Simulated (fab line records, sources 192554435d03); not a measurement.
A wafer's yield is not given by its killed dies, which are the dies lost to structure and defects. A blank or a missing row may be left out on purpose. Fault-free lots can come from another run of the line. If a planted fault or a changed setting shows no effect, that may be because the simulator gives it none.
What tool caused it?	flow n5 finfet	route of 1938 steps, sampled at 1 step: 9 lots, 26 wafers

WHAT EACH GAUGE READ, for each wafer
N5_BEOL_M4_RC_MEAS_101. Usual: DIBL_N 36.0 mV/V, standard deviation 2.2; DIBL_P 35.9 mV/V, standard deviation 2.6; IOFF_N 0.16 nA/um, standard deviation 0.038; IOFF_P 0.21 nA/um, standard deviation 0.042; ION_N 675 uA/um, standard deviation 15; ION_P 463 uA/um, standard deviation 10; SS_N 71.5 mV/dec, standard deviation 0.62; SS_P 73.2 mV/dec, standard deviation 0.76; VT_N 250 mV, standard deviation 4.1; VT_P -251 mV, standard deviation 3.6.
lot	measured	on	DIBL_N (mV/V)	DIBL_P (mV/V)	IOFF_N (nA/um)	IOFF_P (nA/um)	ION_N (uA/um)	ION_P (uA/um)	SS_N (mV/dec)	SS_P (mV/dec)	VT_N (mV)	VT_P (mV)	flag
L640	day 8 00:44	prober-01	37.3 35.4	37.3 35.0	0.17 0.14	0.21 0.19	674 667	461 454	71.5 71.6	73.2 72.4	251 251	-254 -253	
L644	day 9 03:22	prober-01	38.7 36.1 33.1	39.3 35.5 32.3	0.21 0.16 0.12	0.26 0.19 0.16	690 675 662	471 459 452	72.2 72.4 71.2	74.5 73.7 72.1	245 249 252	-249 -251 -253	
L652	day 11 13:40	prober-02	35.7 32.8 36.7	35.0 31.4 34.6	0.15 0.11 0.16	0.19 0.15 0.19	671 670 669	464 458 457	70.9 70.7 71.8	72.2 72.1 72.8	248 253 249	-250 -254 -250	
L655	day 11 22:24	prober-01	36.0 37.0 34.2	37.5 38.6 34.9	0.18 0.19 0.15	0.24 0.25 0.19	687 691 694	470 475 480	71.2 71.3 71.1	73.3 73.8 72.6	246 246 249	-246 -247 -250	
L654	day 12 00:31	prober-01	35.9 34.5 33.3	34.9 34.9 32.4	0.14 0.14 0.10	0.17 0.17 0.15	670 656 632	458 452 438	71.9 71.3 71.4	73.3 74.0 73.3	253 248 254	-257 -256 -259	
L656	day 12 02:56	prober-02	37.0 37.4 36.6	38.5 38.1 36.9	0.17 0.20 0.17	0.24 0.23 0.22	661 697 686	456 478 464	72.0 71.2 70.7	73.5 73.8 72.4	246 243 248	-249 -251 -250	
L660	day 13 02:10	prober-02	35.9 32.9 33.8	36.9 32.5 31.9	0.17 0.12 0.12	0.28 0.19 0.18	684 663 656	476 462 454	71.5 70.3 70.8	74.2 72.6 72.2	249 255 252	-243 -249 -251	
L661	day 13 18:15	prober-01	37.4 33.0 37.6	40.0 33.5 40.5	0.21 0.14 0.22	0.26 0.17 0.25	678 679 692	458 467 470	71.8 71.5 72.9	74.5 72.5 74.6	242 249 244	-250 -254 -249	
L662	day 13 18:21	prober-02	36.0 35.7 35.6	37.0 36.7 37.8	0.18 0.18 0.19	0.25 0.25 0.28	684 693 700	464 475 491	71.0 71.2 71.5	73.4 73.6 74.2	245 244 245	-248 -245 -245	

EACH LOT AND THE TOOL THAT RAN IT (in order: tool; ch and the chambers of the sampled wafers; start)
There is no process step in the record ahead of these readings.

WHAT THE TOOLS THEMSELVES READ (means of the sampled wafers that have a number; where no wafer has one, the mark that the record gives instead)
The record holds no such reading with a usual standard deviation.

THE ANSWER, worked out from the rows above alone
Rule: take the mean of a lot's wafers that have a number; if it is more than 3 standard deviations from the usual mean, the lot is off. A lot without any number at a reading at which 4 lots or more have one is off too. The other lots that the step has rows for count as sound. After the gauges, taken in route order, come the tools' own readings; for these a lot's mean is taken, as printed above. At the first step where some lot is off, the reading lying furthest off is the one used; lots without a number count as furthest.
No lot is off at any reading shown: from this, nothing can be told.

WHAT THE SIMULATOR HAD INSERTED
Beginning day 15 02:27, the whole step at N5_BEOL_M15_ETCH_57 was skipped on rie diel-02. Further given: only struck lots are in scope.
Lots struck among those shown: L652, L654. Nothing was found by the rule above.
